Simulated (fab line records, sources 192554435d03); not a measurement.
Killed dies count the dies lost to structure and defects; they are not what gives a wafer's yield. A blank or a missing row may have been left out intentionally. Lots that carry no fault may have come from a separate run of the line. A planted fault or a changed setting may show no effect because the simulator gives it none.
fab line records	flow n5_finfet
record lots=11	wafers=31	last_day=18
route steps=1938 shown BEOL_M10@1511
lots with no fault: from the same line, run without faults
start_h: start of the lot's first displayed wafer, in hours after the record's first day	wait_h: how many hours have passed since the lot's step before this one	" same as the row above	L1.1+2: a row that stands for several wafers	- either no value or no given start	* or withheld: withheld	< > ~ a bound
route shown NAME@n: names a module that has steps shown in the file, with the first one's number in the route	usual: mean/standard deviation taken from wafers without a fault	same: alike in all rows	chamber/n: place in a boat	sites: the reading at each site	_std_site: the values' standard deviation	_edge_site: outer sites' mean less inner sites'	radius_mm: for every site, how far away it sits from the centre of the wafer	mask NAME#n: copy n	behind: tool/chamber where the wafer was last shaped	hold: why the lot went on hold/how many hours it stayed there/how the hold came to an end	device: whichever transistor did not switch (one of n, p or np)	end of line: tests of these same wafers at the route's end	a step with no rows: only its recipe	killed: dies lost to structure and defects at the first sort, not the wafer's yield	map: dies across one wafer; x = killed, . = not, _ = none there
set.NAME: the run value of the setting; set.NAME@STEP: its run value at that earlier step	model.NAME: the simulator's own value behind a step, which no gauge read
a sample of lots followed through the steps of the route, with each step as a table and each wafer as a row
services: a tool's chamber out of use, with start hour (start_h, from the record's first day; less than 0 if before it), hours out, and reason
## steps
# step N5_BEOL_M10_STRIP_36
# recipe chemistry=N2/H2	power_w=450	temp_c=40	pressure_mtorr=20	rf_frequency_hz=6e+07	overash_fraction=0.3	bias_power_w=7	h2_frac=0.5	n2_flow_sccm=200	h2_flow_sccm=200
# usual chamber_pressure_mTorr=19.99/0.042	drypump_motor_current_A=5.8/0.47	h2_flow_sccm=200.1/0.62	oes_product_au=0.78/0.091	rf_vpp_V=59.1/1.6	showerhead_plenum_p_Torr=2.49/0.035	throttle_valve_pct=23.60/0.28
# same overash_fraction=0.3
lot.wafer	tool	chamber	start_h	wait_h	chamber_pressure_mTorr	drypump_motor_current_A	h2_flow_sccm	oes_product_au	rf_hours_counter_h	rf_vpp_V	showerhead_plenum_p_Torr	throttle_valve_pct
L535.1	rie_diel-01	2	222.88	0.0	20.02	5.7	199.5	0.90	24	62.1	2.49	23.52
L535.2	"	0	"	"	19.95	6.5	199.6	0.84	58	58.8	2.48	23.17
L535.3	"	3	"	"	20.07	4.8	202.0	0.72	212	56.2	2.51	23.96
L536.3	rie_diel-05	1	236.69	0.0	20.00	6.0	199.8	0.91	13	57.1	2.48	23.13
L536.4	"	2	"	"	20.00	5.1	201.3	0.70	-	57.0	2.42	23.78
L536.6	"	1	"	"	19.96	6.0	199.2	0.93	-	61.5	2.48	23.16
L537.4	rie_diel-01	0	246.95	0.0	19.98	6.6	199.7	0.81	-	60.5	2.48	23.21
L537.5	"	3	"	"	20.08	4.8	199.8	0.69	-	59.8	2.51	23.98
L537.6	"	2	"	"	20.03	5.7	200.2	0.89	-	57.4	2.48	23.53
L539.2	rie_diel-02	3	255.81	0.0	20.03	6.1	199.6	0.74	142	58.7	2.55	23.46
L539.4	"	1	"	"	19.98	6.1	201.2	0.71	187	61.2	2.54	23.52
L539.6	"	3	"	"	20.00	6.1	199.9	0.76	-	57.2	2.55	23.48
L541.3	rie_diel-01	2	263.64	0.0	19.96	5.7	199.1	0.89	42	61.6	2.48	23.54
L541.5	"	0	"	"	20.03	6.6	199.8	0.83	-	58.7	2.47	23.19
L544.3	rie_diel-02	1	292.40	0.0	20.01	6.1	199.6	0.69	202	59.7	2.53	23.55
L544.4	"	2	"	"	19.98	6.0	200.8	0.71	211	60.8	2.52	24.10
L551.1	rie_diel-01	1	322.58	0.0	20.00	5.8	200.3	0.92	27	60.0	2.48	23.52
L551.4	"	0	"	"	20.01	6.5	198.6	0.80	-	60.0	2.46	23.21
L551.6	"	1	"	"	20.01	5.8	200.2	0.92	-	59.6	2.48	23.50
L554.1	rie_diel-02	0	344.88	0.0	19.95	5.6	200.6	0.73	169	59.1	2.42	23.62
L554.5	"	2	"	"	19.96	6.0	199.8	0.68	-	60.6	2.51	24.13
L554.6	"	1	"	"	20.04	6.1	200.5	0.68	-	59.1	2.52	23.57
L555.2	rie_diel-01	2	355.76	0.0	20.00	5.7	200.1	0.83	83	59.2	2.46	23.62
L555.5	"	2	"	"	20.00	5.7	200.6	0.81	-	57.5	2.46	23.60
L555.6	"	3	"	"	20.07	4.8	200.0	0.95	-	55.9	2.49	23.77
L556.1	rie_diel-02	0	357.92	0.0	20.01	5.6	201.1	0.75	173	60.4	2.42	23.59
L556.2	"	1	"	"	20.04	6.1	200.0	0.68	224	59.9	2.52	23.57
L556.3	"	2	"	"	20.01	6.0	199.7	0.69	233	57.4	2.51	24.14
L557.1	rie_diel-01	3	370.02	0.0	20.04	4.8	200.3	0.92	9	60.2	2.49	23.77
L557.2	"	2	"	"	20.06	5.7	199.9	0.83	89	56.7	2.46	23.57
L557.4	"	1	"	"	20.00	5.8	199.7	0.87	48	58.8	2.47	23.55
# step N5_BEOL_M10_STRIP_77
# recipe chemistry=N2/H2	time_s=10	power_w=450	temp_c=40	pressure_mtorr=20	rf_frequency_hz=6e+07	bias_power_w=7	n2_flow_sccm=200	h2_flow_sccm=200
# usual chamber_pressure_mTorr=20.000/0.02	drypump_motor_current_A=5.8/0.47	h2_flow_sccm=200.0/0.59	oes_product_au=0.78/0.092	rf_vpp_V=59.0/0.81	showerhead_plenum_p_Torr=2.49/0.035	throttle_valve_pct=23.60/0.28
lot.wafer	tool	chamber	start_h	wait_h	chamber_pressure_mTorr	drypump_motor_current_A	h2_flow_sccm	oes_product_au	rf_hours_counter_h	rf_vpp_V	showerhead_plenum_p_Torr	throttle_valve_pct
L535.1	rie_diel-01	2	-	-	20.015	5.7	201.0	0.91	24	58.6	2.49	23.51
L535.2	"	0	"	"	19.970	6.5	200.5	0.85	58	57.6	2.48	23.16
L535.3	"	3	"	"	19.992	4.8	202.0	0.72	212	58.1	2.51	23.95
L536.3	rie_diel-05	1	-	-	20.005	6.0	200.2	0.93	13	58.5	2.48	23.16
L536.4	"	2	"	"	20.004	5.1	198.9	0.70	-	59.2	2.42	23.80
L536.6	"	1	"	"	20.029	6.0	200.5	0.93	-	58.8	2.48	23.16
L537.4	rie_diel-01	0	-	-	20.012	6.5	199.9	0.83	-	58.9	2.48	23.19
L537.5	"	3	"	"	19.971	4.8	199.7	0.71	-	58.6	2.51	23.97
L537.6	"	2	"	"	20.014	5.7	200.5	0.89	-	59.7	2.48	23.52
L539.2	rie_diel-02	3	-	-	20.036	6.1	200.1	0.74	142	58.9	2.54	23.48
L539.4	"	1	"	"	20.042	6.1	200.4	0.70	187	59.6	2.54	23.51
L539.6	"	3	"	"	19.969	6.0	200.4	0.74	-	59.6	2.54	23.47
L541.3	rie_diel-01	2	-	-	19.980	5.7	199.3	0.88	42	58.5	2.48	23.53
L541.5	"	0	"	"	20.002	6.5	199.5	0.83	-	59.2	2.47	23.20
L544.3	rie_diel-02	1	-	-	20.000	6.1	199.8	0.69	202	58.3	2.53	23.53
L544.4	"	2	"	"	19.968	5.9	199.6	0.71	211	58.8	2.52	24.11
L551.1	rie_diel-01	1	-	-	19.997	5.7	200.1	0.91	27	58.6	2.48	23.50
L551.4	"	0	"	"	19.999	6.5	201.2	0.80	-	59.8	2.46	23.24
L551.6	"	1	"	"	19.965	5.7	200.2	0.91	-	59.6	2.48	23.48
L554.1	rie_diel-02	0	-	-	19.999	5.6	199.8	0.74	169	58.3	2.42	23.58
L554.5	"	2	"	"	19.986	5.9	199.1	0.69	-	59.2	2.51	24.14
L554.6	"	1	"	"	20.014	6.1	200.2	0.68	-	59.5	2.52	23.58
L555.2	rie_diel-01	2	-	-	19.988	5.7	198.9	0.83	83	60.2	2.46	23.59
L555.5	"	2	"	"	20.010	5.7	200.1	0.84	-	59.6	2.46	23.60
L555.6	"	3	"	"	19.999	4.8	198.9	0.95	-	58.4	2.49	23.76
L556.1	rie_diel-02	0	-	-	20.003	5.7	200.3	0.73	173	58.7	2.42	23.59
L556.2	"	1	"	"	20.016	6.1	200.6	0.67	224	60.2	2.52	23.60
L556.3	"	2	"	"	19.976	5.9	199.8	0.68	233	59.0	2.51	24.14
L557.1	rie_diel-01	3	-	-	19.987	4.8	199.7	0.92	9	57.4	2.49	23.74
L557.2	"	2	"	"	20.023	5.7	199.9	0.82	89	58.2	2.46	23.59
L557.4	"	1	"	"	19.961	5.7	199.7	0.87	48	59.1	2.47	23.53
# step N5_BEOL_M10_CVD_75
# recipe material=Co	target_thk_a=20	temp_c=withheld	precursor=CCTBA/H2	pressure_torr=30	time_s=138.9
# usual run_length_s=162.0/0.37
lot.wafer	tool	chamber	start_h	wait_h	run_length_s
L535.1	cvd_co-01	1	224.62	0.3	161.9
L535.2	"	2	"	"	162.2
L535.3	"	0	"	"	162.0
L536.3	cvd_co-02	2	238.05	0.1	161.9
L536.4	"	1	"	"	161.8
L536.6	"	2	"	"	162.2
L537.4	cvd_co-02	2	248.46	0.1	161.6
L537.5	"	1	"	"	161.7
L537.6	"	0	"	"	161.8
L539.2	cvd_co-01	0	257.29	0.1	162.5
L539.4	"	0	"	"	162.0
L539.6	"	1	"	"	162.0
L541.3	cvd_co-01	1	265.60	0.1	226.6
L541.5	"	2	"	"	162.2
L544.3	cvd_co-01	2	293.98	0.1	226.3
L544.4	"	0	"	"	162.0
L551.1	cvd_co-02	1	324.02	0.0	162.1
L551.4	"	1	"	"	161.9
L551.6	"	1	"	"	161.9
L554.1	cvd_co-01	0	348.52	0.1	162.2
L554.5	"	0	"	"	162.3
L554.6	"	1	"	"	161.8
L555.2	cvd_co-01	0	357.43	0.0	162.0
L555.5	"	2	"	"	162.5
L555.6	"	1	"	"	162.9
L556.1	cvd_co-02	0	359.27	0.1	161.9
L556.2	"	2	"	"	161.6
L556.3	"	1	"	"	161.6
L557.1	cvd_co-01	1	372.14	0.1	161.7
L557.2	"	0	"	"	163.1
L557.4	"	2	"	"	162.0
# step N5_BEOL_M10_INSPECT_58
# recipe inspect_instrument=darkfield	mode=post_dep
# usual raw_defect_count=75/22
lot.wafer	tool	chamber	start_h	wait_h	raw_defect_count
L535.1	defect_inspect-01	-	227.73	0.0	65
L535.2	"	-	"	"	82
L535.3	"	-	"	"	64
L536.3	defect_inspect-01	-	239.33	0.0	45
L536.4	"	-	"	"	83
L536.6	"	-	"	"	45
L537.4	defect_inspect-02	-	249.70	0.0	95
L537.5	"	-	"	"	72
L537.6	"	-	"	"	58
L539.2	defect_inspect-02	-	258.64	0.0	91
L539.4	"	-	"	"	67
L539.6	"	-	"	"	50
L541.3	defect_inspect-01	-	266.70	0.0	126
L541.5	"	-	"	"	96
L544.3	defect_inspect-01	-	295.11	0.0	52
L544.4	"	-	"	"	49
L551.1	defect_inspect-02	-	325.23	0.0	83
L551.4	"	-	"	"	112
L551.6	"	-	"	"	70
L554.1	defect_inspect-01	-	349.67	0.0	52
L554.5	"	-	"	"	35
L554.6	"	-	"	"	55
L555.2	defect_inspect-01	-	358.61	0.0	95
L555.5	"	-	"	"	100
L555.6	"	-	"	"	103
L556.1	defect_inspect-01	-	362.21	0.0	98
L556.2	"	-	"	"	71
L556.3	"	-	"	"	73
L557.1	defect_inspect-01	-	373.40	0.0	122
L557.2	"	-	"	"	100
L557.4	"	-	"	"	102
## services
tool	chamber	start_h	hours	kind
rie_diel-01	0	205.00	10.7	repair
rie_diel-05	3	217.36	2.8	repair
rie_diel-05	0	221.67	-	clean
rie_diel-05	0	221.67	-	consumable_replace:focus_ring
rie_diel-05	0	221.67	19.9	scheduled_down
rie_diel-01	1	226.12	7.0	repair
cvd_co-02	-	231.43	0.3	repair
rie_diel-01	1	233.20	-	clean
rie_diel-01	1	233.20	-	consumable_replace:focus_ring
rie_diel-01	1	233.20	23.2	scheduled_down
rie_diel-01	1	233.20	23.2	vent_cycle
rie_diel-05	-	271.96	10.0	pm
cvd_co-02	2	286.37	40.8	repair
rie_diel-05	3	292.57	28.2	repair
rie_diel-01	3	306.54	-	clean
rie_diel-01	3	306.54	-	consumable_replace:focus_ring
rie_diel-01	3	306.54	32.1	scheduled_down
rie_diel-01	3	306.54	32.1	vent_cycle
rie_diel-05	-	311.93	2.8	pm
rie_diel-05	3	321.20	7.7	repair
cvd_co-02	1	333.33	-	clean
cvd_co-02	1	333.33	22.0	scheduled_down
cvd_co-02	1	333.33	22.0	vent_cycle
rie_diel-01	3	343.36	5.8	repair
## key
first_sign step=N5_BEOL_M10_CVD_75	reading=run_length_s	direction=up	sigmas=99+	usual=*	struck=*
effect none on later readings
met_at N5_BEOL_M10_CVD_75
struck_lots L541,L544
struck_wafers L541.3,L544.3
not_acting_at N5_BEOL_M10_STRIP_36,N5_BEOL_M10_STRIP_77,N5_BEOL_M10_INSPECT_58
onset_between 257.29 265.60
fault kind=process_parameter_drift	tool=cvd_co-01	chamber=-	onset_h=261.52	steps=N5_BEOL_M10_CVD_75	channel=time_s	offset=*	shape=step	end_h=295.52	scope=struck_wafers_only	acts_in=*	stated=*
